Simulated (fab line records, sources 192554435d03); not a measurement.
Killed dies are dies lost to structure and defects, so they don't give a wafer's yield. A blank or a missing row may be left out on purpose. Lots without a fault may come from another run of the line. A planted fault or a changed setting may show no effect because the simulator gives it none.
fab line records | flow n5_finfet
record lots=5 wafers=15 last_day=17
route steps=1938 shown MOL_CONTACT_COAG@545 PASSIVATION@1936
lots that met no fault: from a run of the same line without faults
start_h: hours from the record's first day to the start of the lot's first wafer shown | wait_h: hours since the lot's step before | " the same as in the row above | L1.1+2: a row that stands for several wafers | - no value, or no start given | * or withheld: withheld | < > ~ a bound
route shown NAME@n: a module of which the file shows steps, and the number in the route of the first | usual: mean/standard deviation of fault-free wafers | same: alike in all rows | chamber/n: place in a boat | sites: the reading at each site | _std_site: their standard deviation | _edge_site: outer sites' mean less inner sites' | radius_mm: how far each site lies from the wafer's centre | mask NAME#n: copy n | behind: the tool/chamber that last shaped the wafer | hold: why the lot was held/for how many hours/how that ended | device: the transistor (n, p or np) that didn't switch | end of line: the same wafers' tests at the end of the route | a step without rows: its recipe alone | killed: dies lost to structure and defects at the first sort, not the wafer's yield | map: a wafer's dies, x killed, . not, _ none there
set.NAME: the setting as run; set.NAME@STEP: as run at that earlier step | model.NAME: the simulator's own value behind a step, which no gauge read
lots at some steps of the route; a table a step, a row a wafer
services: from which hour (start_h, from the record's first day; less than 0 if before it) a tool's chamber was out of use, for how many hours, and why
## steps
# step N5_MOL_CONTACT_COAG_SIL_ANNEAL_21
# recipe temp_c=550 time_s=60 ambient=N2
# usual lamp_power_pct=6.78/0.061 wafer_temp_C_max=551.8/0.56
# same time_s=60
# columns lot.wafer tool chamber start_h wait_h lamp_power_pct wafer_temp_C_max
L307.4 rtp_anneal-01 0 104.63 0.3 6.83 551.5
L307.5 " 0 " " 6.83 550.6
L307.6 " 0 " " 6.84 550.5
L315.2 rtp_anneal-01 0 153.61 0.2 6.84 551.6
L315.3 " 0 " " 6.83 551.3
L315.4 " 0 " " 6.83 550.7
L320.2 rtp_anneal-01 0 180.07 0.2 6.84 551.4
L320.4 " 0 " " 6.83 551.4
L320.6 " 0 " " 6.83 551.4
L323.3 rtp_anneal-01 0 200.42 0.3 6.83 551.9
L323.4 " 0 " " 6.84 550.9
L323.5 " 0 " " 6.83 551.8
L328.1 rtp_anneal-01 0 229.04 0.3 6.83 551.7
L328.4 " 0 " " 6.84 552.0
L328.5 " 0 " " 6.84 552.0
# step N5_MOL_CONTACT_COAG_PRE_CLEAN_141
# recipe gas=H2/He time_s=60 temp_c=300
# usual heater_power_w=500/33
# same time_s=60
# columns lot.wafer tool chamber start_h wait_h heater_power_w
L307.4 pvd_sputter-03 - 105.58 0.9 473
L307.5 " - " " 470
L307.6 " - " " 431
L315.2 pvd_sputter-02 - 155.44 1.8 520
L315.3 " - " " 518
L315.4 " - " " 482
L320.2 pvd_sputter-03 - 180.57 0.5 514
L320.4 " - " " 497
L320.6 " - " " 458
L323.3 pvd_sputter-03 - 202.85 2.4 461
L323.4 " - " " 441
L323.5 " - " " 527
L328.1 pvd_sputter-02 - 229.42 0.4 541
L328.4 " - " " 532
L328.5 " - " " 474
# step N5_MOL_CONTACT_COAG_SPUTTER_143
# recipe material=Co target_thk_a=25 temp_c=25 chamber_pressure_pa=0.2
# usual throttle_valve_pct=30.5/1.5
# columns lot.wafer tool chamber start_h wait_h throttle_valve_pct
L307.4 pvd_sputter-03 - 105.64 0.0 31.4
L307.5 " - " " 31.7
L307.6 " - " " 28.8
L315.2 pvd_sputter-02 - 155.50 0.0 27.6
L315.3 " - " " 30.1
L315.4 " - " " 32.0
L320.2 pvd_sputter-03 - 180.63 0.0 29.9
L320.4 " - " " 31.9
L320.6 " - " " 31.5
L323.3 pvd_sputter-03 - 202.91 0.0 31.3
L323.4 " - " " 28.8
L323.5 " - " " 30.0
L328.1 pvd_sputter-02 - 229.48 0.0 30.4
L328.4 " - " " 27.8
L328.5 " - " " 32.4
# step N5_MOL_CONTACT_COAG_CO_FILL_22
# recipe material=Co target_thk_a=200 temp_c=200 precursor=CCTBA/H2 pressure_torr=30
# step N5_MOL_CONTACT_COAG_ANNEAL_113
# recipe temp_c=400 time_s=300 ambient=H2/N2
# step N5_MOL_CONTACT_COAG_PRE_CLEAN_142
# recipe gas=H2/He time_s=60 temp_c=300
# step N5_MOL_CONTACT_COAG_SPUTTER_130
# recipe material=Co target_thk_a=475 temp_c=25 chamber_pressure_pa=0.5 power_w=3000
# step N5_MOL_CONTACT_COAG_PRECLEAN_125
# recipe chemistry=DIW time_s=57.5 temp_c=23
# step N5_MOL_CONTACT_COAG_SRD_126
# recipe dry_time_s=32 dry=n2_spin spin_rpm=1500
# step N5_MOL_CONTACT_COAG_CMP_23
# recipe stop_on=SiO2 t_overpolish_s=1.5 post_cmp_clean=cu_alkaline down_force_psi=2 platen_rpm=50.289 pad_velocity_m_s=1.0006 target_thk_nm=0
# step N5_MOL_CONTACT_COAG_WET_ETCH_26
# recipe target=Co target_depth_nm=13
# columns lot.wafer tool chamber start_h wait_h
L307.4+5+6 wet_bench-04 0,2,1 107.90 0.0
L315.2+3+4 wet_bench-06 3,4,1 159.20 0.0
L320.2+4+6 wet_bench-06 2,5,4 184.34 0.0
L323.3+4+5 wet_bench-03 0,3,1 206.08 0.0
L328.1+4+5 wet_bench-06 6,7,0 232.32 0.0
# step N5_MOL_CONTACT_COAG_WET_ETCH_116
# recipe chemistry=SC1-inhibited target_depth_nm=4.6 dry=ipa_marangoni rinse_time_s=30 rinse_temp_c=23
# step N5_MOL_CONTACT_COAG_ALD_27
# recipe material=SiOC target_thk_a=170 temp_c=400 ald_precursor_family=carbosiloxane ald_co_reactant=H2-plasma pulse_time_s=1.5 time_s=2720 purge_time_s=2 co_reactant_purge_time_s=2 ald_cycles=340 pressure_torr=2
# step N5_MOL_CONTACT_COAG_CMP_28
# recipe stop_on=SiNx t_overpolish_s=0.85 post_cmp_clean=alkaline_brush down_force_psi=4.15 platen_rpm=51.8 pad_velocity_m_s=1.0307 target_thk_nm=14.522
# step N5_MOL_CONTACT_COAG_ALD_123
# recipe material=SiNx target_thk_a=50 temp_c=400 ald_precursor_family=SiH2I2 ald_co_reactant=N2/H2-plasma pulse_time_s=1 purge_time_s=2 co_reactant_purge_time_s=2 ald_cycles=100 pressure_torr=2
# step N5_MOL_CONTACT_COAG_PECVD_31
# recipe material=SiO2 target_thk_a=460 temp_c=400 precursor=TEOS/O2 pressure_torr=6.5 rf_w=withheld teos_flow_sccm=withheld gas=O2 flow_sccm=2650 time_s=8.9
# step N5_MOL_CONTACT_COAG_COAT_75
# recipe resist=SOC temp_c=250 time_s=60 spin_rpm=1500 resist_thk_nm=60
# step N5_MOL_CONTACT_COAG_COAT_76
# recipe resist=SiARC temp_c=220 time_s=60 spin_rpm=1500 resist_thk_nm=10
# step N5_MOL_CONTACT_COAG_COAT_77
# recipe resist=underlayer temp_c=205 time_s=60 spin_rpm=1500 resist_thk_nm=10
# step N5_MOL_CONTACT_COAG_COAT_78
# recipe resist=CAR-EUV spin_rpm=1500 resist_thk_nm=40
# step N5_MOL_CONTACT_COAG_EBR_80
# recipe solvent=PGMEA ebr_width_mm=1.5
# step N5_MOL_CONTACT_COAG_SOFTBAKE_79
# recipe temp_c=110 time_s=60 resist=CAR-EUV
# step N5_MOL_CONTACT_COAG_EXPOSE_81
# recipe mask_id=VG na=0.33 source_shape=annular sigma_inner=0.3 sigma_outer=0.7 polarization=unpolarized defocus_nm=0 dose_mj=59.5
# step N5_MOL_CONTACT_COAG_PEB_82
# recipe peb_temp_c=100 peb_time_s=60 resist=CAR-EUV
# step N5_MOL_CONTACT_COAG_DEVELOP_83
# recipe develop_time_s=30 developer=TMAH resist=CAR-EUV rinse_liquid=surfactant_rinse dry=air_spin dev_temp_c=23
# step N5_MOL_CONTACT_COAG_CD_MEAS_84
# recipe target_cd_nm=25.1 landing_energy_ev=500 detector=se_inlens polarity=opening
# usual cd_nm=25.19/0.25
# same landing_energy_ev=500
# columns lot.wafer tool chamber start_h wait_h cd_nm
L307.4 cd_sem-03 0 111.12 - 24.71
L307.5 " 0 " " 25.08
L307.6 " 0 " " 25.13
L315.2 cd_sem-02 0 162.41 - 25.08
L315.3 " 0 " " 25.51
L315.4 " 0 " " 25.39
L320.2 cd_sem-02 0 189.95 - 24.86
L320.4 " 0 " " 25.23
L320.6 " 0 " " 25.30
L323.3 cd_sem-03 0 209.29 - 25.37
L323.4 " 0 " " 25.45
L323.5 " 0 " " 25.26
L328.1 cd_sem-01 0 235.63 - 24.97
L328.4 " 0 " " 25.03
L328.5 " 0 " " 24.49
# step N5_MOL_CONTACT_COAG_OVL_MEAS_85
# recipe points_per_wafer=522
# usual VG_OVL=-0.2/0.68
# columns lot.wafer tool chamber start_h wait_h VG_OVL[nm]
L307.4 overlay-01 0 111.16 0.0 -1.1
L307.5 " 0 " " 0.7
L307.6 " 0 " " 0.6
L315.2 overlay-01 0 162.44 0.0 -1.1
L315.3 " 0 " " -1.4
L315.4 " 0 " " -0.2
L320.2 overlay-02 0 189.99 0.0 -0.2
L320.4 " 0 " " -0.9
L320.6 " 0 " " 0.2
L323.3 overlay-02 0 209.33 0.0 -0.2
L323.4 " 0 " " -1.2
L323.5 " 0 " " -0.6
L328.1 overlay-01 0 235.66 0.0 -0.2
L328.4 " 0 " " -0.6
L328.5 " 0 " " -0.7
# step N5_MOL_CONTACT_COAG_INSPECT_57
# recipe mode=adi inspect_instrument=brightfield
# usual raw_defect_count=205/56
# columns lot.wafer tool chamber start_h wait_h raw_defect_count
L307.4 defect_inspect-01 - 111.21 0.0 219
L307.5 " - " " 177
L307.6 " - " " 176
L315.2 defect_inspect-02 - 162.50 0.0 174
L315.3 " - " " 188
L315.4 " - " " 208
L320.2 defect_inspect-02 - 190.04 0.0 182
L320.4 " - " " 243
L320.6 " - " " 230
L323.3 defect_inspect-01 - 209.38 0.0 137
L323.4 " - " " 224
L323.5 " - " " 203
L328.1 defect_inspect-02 - 235.72 0.1 356
L328.4 " - " " 277
L328.5 " - " " 253
# step N5_MOL_CONTACT_COAG_DESCUM_88
# recipe chemistry=O2 time_s=7 source_power_w=50 bias_power_w=20 pressure_mtorr=20 rf_frequency_hz=2.712e+07 temp_c=40 resist=CAR-EUV o2_flow_sccm=225
# step N5_MOL_CONTACT_COAG_ETCH_89
# recipe chemistry=N2/H2 target=underlayer target_depth_a=130 mask_material=CAR-EUV time_s=10.4 ion_energy_ev=200 pressure_mtorr=30 source_w=840 bias_w=150 n2_flow_sccm=200 h2_flow_sccm=200 ends=cleared
# step N5_MOL_CONTACT_COAG_ETCH_90
# recipe chemistry=CF4 target=SiARC target_depth_a=130 mask_material=CAR-EUV time_s=21.7 ion_energy_ev=80 pressure_mtorr=40 source_w=545 bias_w=36 Ar_flow_sccm=100 cf4_flow_sccm=100 ends=cleared
# usual drypump_motor_current_A=5.6/0.38 etch_rf_on_time_s=21.6/0.55 mfc_ar_sccm=100.0/0.31 oes_product_au=0.68/0.068 rf_vpp_V=184.1/1.1 showerhead_plenum_p_Torr=2.14/0.053 throttle_valve_pct=15.6/0.32
# columns lot.wafer tool chamber start_h wait_h drypump_motor_current_A etch_rf_on_time_s mfc_ar_sccm oes_product_au rf_hours_counter_h rf_vpp_V showerhead_plenum_p_Torr throttle_valve_pct
L307.4 rie_diel-05 1 111.29 0.0 5.5 21.7 99.6 0.64 171 183.8 2.15 16.1
L307.5 " 1 " " 5.5 21.6 100.0 0.65 - 184.8 2.15 16.1
L307.6 " 2 " " 6.1 22.4 99.7 0.60 - 184.9 2.20 15.7
L315.2 rie_diel-01 2 162.58 0.0 5.7 21.9 99.3 0.60 222 184.1 2.11 16.0
L315.3 " 3 " " 5.2 21.4 99.9 0.74 44 183.3 2.08 15.5
L315.4 " 0 " " 5.1 21.3 100.3 0.72 66 183.2 2.10 15.3
L320.2 rie_diel-01 0 190.50 0.0 5.1 21.3 99.3 0.70 76 183.7 2.09 15.4
L320.4 " 1 " " 5.6 20.7 100.0 0.78 38 184.1 2.17 15.2
L320.6 " 3 " " 5.2 21.7 99.8 0.72 - 182.9 2.08 15.6
L323.3 rie_diel-05 3 209.54 0.0 5.6 21.6 99.9 0.62 202 184.0 2.13 15.8
L323.4 " 1 " " 5.5 21.8 100.0 0.62 208 184.8 2.14 16.2
L323.5 " 3 " " 5.6 21.7 99.3 0.62 - 185.0 2.13 15.8
L328.1 rie_diel-05 2 235.81 0.0 6.2 22.4 99.9 0.57 245 183.5 2.18 15.8
L328.4 " 0 " " 5.5 22.0 99.0 0.68 85 185.6 2.23 15.2
L328.5 " 0 " " 5.5 22.2 100.0 0.67 - 186.3 2.23 15.2
# step N5_MOL_CONTACT_COAG_ALD_131
# recipe material=SiO2 target_thk_a=50 temp_c=100 ald_precursor_family=BDEAS ald_co_reactant=O2-plasma pulse_time_s=1 co_reactant_pulse_time_s=1 purge_time_s=2 co_reactant_purge_time_s=2 ald_cycles=35 pressure_torr=2
# step N5_MOL_CONTACT_COAG_ETCHBACK_132
# recipe chemistry=CHF3 target=SiO2 target_depth_a=100 time_s=6.7 ion_energy_ev=200 pressure_mtorr=30 source_w=610 bias_w=170 Ar_flow_sccm=200 CHF3_flow_sccm=50
# usual drypump_motor_current_A=5.6/0.41 mfc_ar_sccm=200.0/0.58 oes_product_au=0.81/0.086 rf_vpp_V=529/7.4 showerhead_plenum_p_Torr=2.38/0.07 throttle_valve_pct=18.7/0.31
# same time_s=6.7
# columns lot.wafer tool chamber start_h wait_h drypump_motor_current_A mfc_ar_sccm oes_product_au rf_hours_counter_h rf_vpp_V showerhead_plenum_p_Torr throttle_valve_pct
L307.4 rie_diel-01 0 111.61 0.2 5.0 200.3 0.86 - 528 2.33 18.3
L307.5 " 2 " " 5.8 199.5 0.72 - 525 2.35 19.1
L307.6 " 3 " " 5.2 200.9 0.90 - 536 2.34 18.7
L315.2 rie_diel-01 3 162.84 0.1 5.2 199.7 0.85 44 535 2.33 18.8
L315.3 " 1 " " 5.6 200.5 0.91 28 522 2.42 18.3
L315.4 " 0 " " 5.1 200.6 0.84 66 527 2.32 18.4
L320.2 rie_diel-03 3 190.77 0.1 5.6 200.4 0.82 100 533 2.50 18.7
L320.4 " 2 " " 5.9 200.1 0.88 - 541 2.32 18.6
L320.6 " 3 " " 5.7 200.3 0.82 - 534 2.50 18.7
L323.3 rie_diel-01 2 209.79 0.1 5.8 200.3 0.68 238 524 2.33 19.1
L323.4 " 0 " " 5.1 200.5 0.81 83 528 2.31 18.4
L323.5 " 3 " " 5.2 200.9 0.84 - 536 2.32 18.8
L328.1 rie_diel-01 2 236.07 0.1 5.8 200.5 0.69 248 523 2.33 19.1
L328.4 " 1 " " 5.6 200.2 0.89 52 523 2.41 18.3
L328.5 " 1 " " 5.6 199.3 0.88 - 523 2.41 18.3
# step N5_MOL_CONTACT_COAG_ETCH_91
# recipe chemistry=N2/H2 target=SOC target_depth_a=600 overetch_a=210 mask_material=SiARC temp_c=40 time_s=101.2 ion_energy_ev=200 pressure_mtorr=30 source_w=840 bias_w=150 n2_flow_sccm=200 h2_flow_sccm=200
# step N5_MOL_CONTACT_COAG_STRIP_92
# recipe chemistry=N2/H2 temp_c=40 n2_flow_sccm=200 h2_flow_sccm=200 rf_frequency_hz=6e+07
# step N5_MOL_CONTACT_COAG_STRIP_93
# recipe chemistry=N2/H2 temp_c=40 n2_flow_sccm=200 h2_flow_sccm=200 rf_frequency_hz=6e+07
# step N5_MOL_CONTACT_COAG_ETCHBACK_135
# recipe chemistry=CHF3 target=SiO2 target_depth_a=250 time_s=16.7 ion_energy_ev=200 pressure_mtorr=30 source_w=610 bias_w=170 Ar_flow_sccm=200 CHF3_flow_sccm=50
# step N5_MOL_CONTACT_COAG_STRIP_118
# recipe chemistry=CHF3 resist=SiARC rf_frequency_hz=6e+07
# step N5_MOL_CONTACT_COAG_VIA_ETCH_46
# recipe chemistry=C4F6/O2 target_depth_a=460 overetch_a=92 mask_material=SOC target=SiO2 bias_w=455 pressure_mtorr=10 time_s=40 source_w=325 Ar_flow_sccm=300 C4F6_flow_sccm=10 O2_flow_sccm=10 ion_energy_ev=575.3 ends=end_point
# step N5_PASSIVATION_PROBE_49
# usual killed_at_M0_to_M3=32/9.7 killed_at_M4_up=14/5.3 killed_at_contacts=11/6 killed_at_front_end=39/14 killed_at_other=3.3/2.7 killed_dies=100/17 killed_on_rim=14/4 killed_open=66/13 killed_short=32/7.4
# same gross_dies=1180 killed_at_back_side=0
# columns lot.wafer tool chamber start_h wait_h killed_at_M0_to_M3 killed_at_M4_up killed_at_contacts killed_at_front_end killed_at_other killed_dies killed_on_rim killed_open killed_short
L307.4 prober-02 - 300.43 0.2 43 12 19 24 1 99 11 68 31
L307.5 prober-02 - 300.48 0.2 40 12 16 23 2 93 14 66 27
L307.6 prober-02 - 300.53 0.3 40 3 12 26 3 84 8 59 25
L315.2 prober-01 - 328.74 0.1 20 21 8 33 5 87 11 59 27
L315.3 prober-01 - 328.79 0.1 16 11 9 52 1 89 10 61 26
L315.4 prober-01 - 328.84 0.2 16 8 12 54 5 95 10 63 30
L320.2 prober-02 - 355.61 0.1 32 10 20 36 0 98 16 66 31
L320.4 prober-02 - 355.71 0.2 30 8 13 49 3 103 14 64 39
L320.6 prober-02 - 355.81 0.3 28 9 15 37 2 91 10 68 21
L323.3 prober-01 - 382.48 0.1 27 10 1106 35 2 1180 152 63 24
L323.4 prober-01 - 382.53 0.2 29 6 1086 52 7 1180 152 72 31
L323.5 prober-01 - 382.58 0.2 35 9 1048 84 4 1180 152 107 40
# killed by level:class
L307.4 MOL_CONTACT_COAG:geometric_particle:open=12 BEOL_M3:geometric_particle:open=11 BEOL_M0_SAQP:geometric_particle:short=8 MOL_CONTACT_COAG:geometric_particle:short=7 BEOL_M2:geometric_particle:open=7 BEOL_M0_SAQP:geometric_particle:open=5 BEOL_M1:geometric_particle:open=5 STI_FIN_REVEAL:geometric_particle:open=4
L307.5 MOL_CONTACT_COAG:geometric_particle:open=14 BEOL_M0_SAQP:geometric_particle:short=9 STI_FIN_REVEAL:geometric_particle:open=7 BEOL_M0_SAQP:geometric_particle:open=7 BEOL_M3:geometric_particle:open=7 BEOL_M0:geometric_particle:open=5 BEOL_M1:geometric_particle:open=4 BEOL_M2:geometric_particle:open=4
L307.6 STI_FIN_REVEAL:geometric_particle:open=10 MOL_CONTACT_COAG:geometric_particle:open=10 BEOL_M1:geometric_particle:open=8 BEOL_M0:geometric_particle:open=8 BEOL_M0_SAQP:geometric_particle:short=7 BEOL_M0_SAQP:geometric_particle:open=7 BEOL_M2:geometric_particle:open=4 BEOL_M3:geometric_particle:open=3
L315.2 STI_FIN_REVEAL:geometric_particle:open=11 BEOL_M4:geometric_particle:open=8 DUMMY_GATE:geometric_particle:open=7 MOL_CONTACT_COAG:geometric_particle:open=7 BEOL_M3:geometric_particle:open=6 FIN_SAQP:geometric_particle:short=4 STI_FIN_REVEAL:geometric_particle:short=4 BEOL_M1:geometric_particle:open=3
L315.3 STI_FIN_REVEAL:geometric_particle:open=16 FIN_SAQP:geometric_particle:short=11 FIN_SAQP:geometric_particle:open=11 MOL_CONTACT_COAG:geometric_particle:open=8 BEOL_M4:geometric_particle:open=5 BEOL_M0_SAQP:geometric_particle:short=4 BEOL_M2:geometric_particle:open=4 DUMMY_GATE:geometric_particle:open=3
L315.4 STI_FIN_REVEAL:geometric_particle:open=17 FIN_SAQP:geometric_particle:open=14 MOL_CONTACT_COAG:geometric_particle:open=10 FIN_SAQP:geometric_particle:short=6 STI_FIN_REVEAL:geometric_particle:short=5 BEOL_M0_SAQP:geometric_particle:open=4 GATE_CUT:geometric_particle:open=3 BEOL_M0_SAQP:geometric_particle:short=3
L320.2 MOL_CONTACT_COAG:geometric_particle:open=16 BEOL_M0_SAQP:geometric_particle:open=10 STI_FIN_REVEAL:geometric_particle:open=9 BEOL_M2:geometric_particle:open=9 BEOL_M0_SAQP:geometric_particle:short=7 STARTING-WAFER:geometric_particle:short=6 BEOL_M4:geometric_particle:open=6 FIN_SAQP:geometric_particle:short=4
L320.4 STI_FIN_REVEAL:geometric_particle:open=23 BEOL_M0_SAQP:geometric_particle:open=11 BEOL_M0_SAQP:geometric_particle:short=11 STI_FIN_REVEAL:geometric_particle:short=9 MOL_CONTACT_COAG:geometric_particle:open=8 MOL_CONTACT_COAG:geometric_particle:short=5 BEOL_M3:geometric_particle:open=4 FIN_SAQP:geometric_particle:open=3
L320.6 STI_FIN_REVEAL:geometric_particle:open=14 MOL_CONTACT_COAG:geometric_particle:open=14 BEOL_M0_SAQP:geometric_particle:open=11 FIN_SAQP:geometric_particle:open=6 BEOL_M0_SAQP:geometric_particle:short=6 BEOL_M4:geometric_particle:open=6 FIN_SAQP:geometric_particle:short=4 BEOL_M2:geometric_particle:open=4
L323.3 MOL_CONTACT_COAG:area_etch=1093 FIN_SAQP:geometric_particle:open=12 MOL_CONTACT_COAG:geometric_particle:open=12 STI_FIN_REVEAL:geometric_particle:open=7 BEOL_M0_SAQP:geometric_particle:open=6 BEOL_M0_SAQP:geometric_particle:short=6 BEOL_M2:geometric_particle:open=6 DUMMY_GATE:geometric_particle:open=5
L323.4 MOL_CONTACT_COAG:area_etch=1077 STI_FIN_REVEAL:geometric_particle:open=14 ILD0:geometric_particle:open=9 MOL_CONTACT_COAG:geometric_particle:open=8 BEOL_M0_SAQP:geometric_particle:open=8 BEOL_M3:geometric_particle:open=8 FIN_SAQP:geometric_particle:short=6 FIN_SAQP:geometric_particle:open=6
L323.5 MOL_CONTACT_COAG:area_etch=1033 FIN_SAQP:geometric_particle:open=25 STI_FIN_REVEAL:geometric_particle:open=20 MOL_CONTACT_COAG:geometric_particle:open=13 BEOL_M2:geometric_particle:open=10 FIN_SAQP:geometric_particle:short=7 ILD0:geometric_particle:short=6 ILD0:geometric_particle:open=6
# map L323.3 (x killed, . not)
_________________xxxxxxxxxxxx________________
______________xxxxxxxxxxxxxxxxxx_____________
___________xxxxxxxxxxxxxxxxxxxxxxxx__________
__________xxxxxxxxxxxxxxxxxxxxxxxxxx_________
________xxxxxxxxxxxxxxxxxxxxxxxxxxxxxx_______
_______xxxxxxxxxxxxxxxxxxxxxxxxxxxxxxxx______
______xxxxxxxxxxxxxxxxxxxxxxxxxxxxxxxxxx_____
_____xxxxxxxxxxxxxxxxxxxxxxxxxxxxxxxxxxxx____
____xxxxxxxxxxxxxxxxxxxxxxxxxxxxxxxxxxxxxx___
___xxxxxxxxxxxxxxxxxxxxxxxxxxxxxxxxxxxxxxxx__
___xxxxxxxxxxxxxxxxxxxxxxxxxxxxxxxxxxxxxxxx__
__xxxxxxxxxxxxxxxxxxxxxxxxxxxxxxxxxxxxxxxxxx_
__xxxxxxxxxxxxxxxxxxxxxxxxxxxxxxxxxxxxxxxxxx_
_xxxxxxxxxxxxxxxxxxxxxxxxxxxxxxxxxxxxxxxxxxxx
_xxxxxxxxxxxxxxxxxxxxxxxxxxxxxxxxxxxxxxxxxxxx
_xxxxxxxxxxxxxxxxxxxxxxxxxxxxxxxxxxxxxxxxxxxx
_xxxxxxxxxxxxxxxxxxxxxxxxxxxxxxxxxxxxxxxxxxxx
_xxxxxxxxxxxxxxxxxxxxxxxxxxxxxxxxxxxxxxxxxxxx
_xxxxxxxxxxxxxxxxxxxxxxxxxxxxxxxxxxxxxxxxxxxx
_xxxxxxxxxxxxxxxxxxxxxxxxxxxxxxxxxxxxxxxxxxxx
_xxxxxxxxxxxxxxxxxxxxxxxxxxxxxxxxxxxxxxxxxxxx
__xxxxxxxxxxxxxxxxxxxxxxxxxxxxxxxxxxxxxxxxxx_
__xxxxxxxxxxxxxxxxxxxxxxxxxxxxxxxxxxxxxxxxxx_
___xxxxxxxxxxxxxxxxxxxxxxxxxxxxxxxxxxxxxxxx__
___xxxxxxxxxxxxxxxxxxxxxxxxxxxxxxxxxxxxxxxx__
____xxxxxxxxxxxxxxxxxxxxxxxxxxxxxxxxxxxxxx___
_____xxxxxxxxxxxxxxxxxxxxxxxxxxxxxxxxxxxx____
______xxxxxxxxxxxxxxxxxxxxxxxxxxxxxxxxxx_____
_______xxxxxxxxxxxxxxxxxxxxxxxxxxxxxxxx______
________xxxxxxxxxxxxxxxxxxxxxxxxxxxxxx_______
__________xxxxxxxxxxxxxxxxxxxxxxxxxx_________
___________xxxxxxxxxxxxxxxxxxxxxxxx__________
______________xxxxxxxxxxxxxxxxxx_____________
_________________xxxxxxxxxxxx________________
# map L328.5 (x killed, . not)
_________________............________________
______________....x.......x...x._____________
___________........x.............x.__________
__________............x...x........._________
________x.......x............x........_______
_______.......x...x....................______
______....x..x........x................._____
_____.....x.........xx......x..x...x.....____
____.........x........x..............x....___
___.......x................................__
___.............xx....x....................__
__.................x......................x._
__.....x.....................x.......x......_
_..................................x.........
_......x............xxx....x..x..x..x........
_x..................x...............x.......x
_..x...xx...................x............x...
_..x.........................................
_......................x.....................
_.......................xx....x...x.x........
_.....x..x..x.....................x..........
__........x.....x........x.................._
__....x...x.................x.......x..x...._
___........x...x................xx...x.....__
___..x.....................................__
____.....x..x......x......................___
_____.....x.............x................____
______..............x...........x.....x._____
_______..........xx..............x.....______
________.x.........x.................._______
__________.........................._________
___________...xx..........x........__________
______________xx................_____________
_________________............________________
## services
# columns tool chamber start_h hours kind
rie_diel-01 1 94.09 2.9 repair
rie_diel-05 0 122.16 10.0 repair
rie_diel-03 - 128.90 15.6 pm
pvd_sputter-03 - 139.16 3.7 repair
rie_diel-03 0 168.28 7.7 repair
rie_diel-01 - 178.16 0.7 repair
rie_diel-03 0 190.42 - clean
rie_diel-03 0 190.42 - consumable_replace:esc
rie_diel-03 0 190.42 - consumable_replace:focus_ring
rie_diel-03 0 190.42 - consumable_replace:showerhead
wet_bench-06 - 205.46 2.0 repair
rie_diel-05 1 213.01 3.8 repair
## key
first_sign step=N5_PASSIVATION_PROBE_49 reading=killed_at_contacts direction=up sigmas=99+ usual=11 struck=1080
effect step=N5_PASSIVATION_PROBE_49 reading=killed_dies direction=up sigmas=63 usual=100 struck=1180
more_kills_born_at N5_MOL_CONTACT_COAG_WET_ETCH_26@wet_bench-03=3203
met_at N5_MOL_CONTACT_COAG_WET_ETCH_26
struck_wafers L323.3,L323.4,L323.5
later_rows_left_out L323.3,L323.4,L323.5
tester_left_out L323
onset_between 184.34 206.08
also_fits N5_MOL_CONTACT_COAG_PRE_CLEAN_141:pvd_sputter-03,N5_MOL_CONTACT_COAG_SPUTTER_143:pvd_sputter-03
fault kind=skipped_step_whole tool=wet_bench-03,wet_bench-06 chamber=- onset_h=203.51 steps=N5_MOL_CONTACT_COAG_WET_ETCH_26 scope=struck_lots_only
# tester_left_out: of these lots the tester's yield and bins aren't shown, on N5 and GAA mostly nor the transistor test; their killed dies are dies lost to structure and defects alone, not to doping, threshold or leakage, so they don't give the yield
# later_rows_left_out: the simulator's readings of these wafers behind a module that went badly wrong aren't trusted and aren't shown, but for the sort
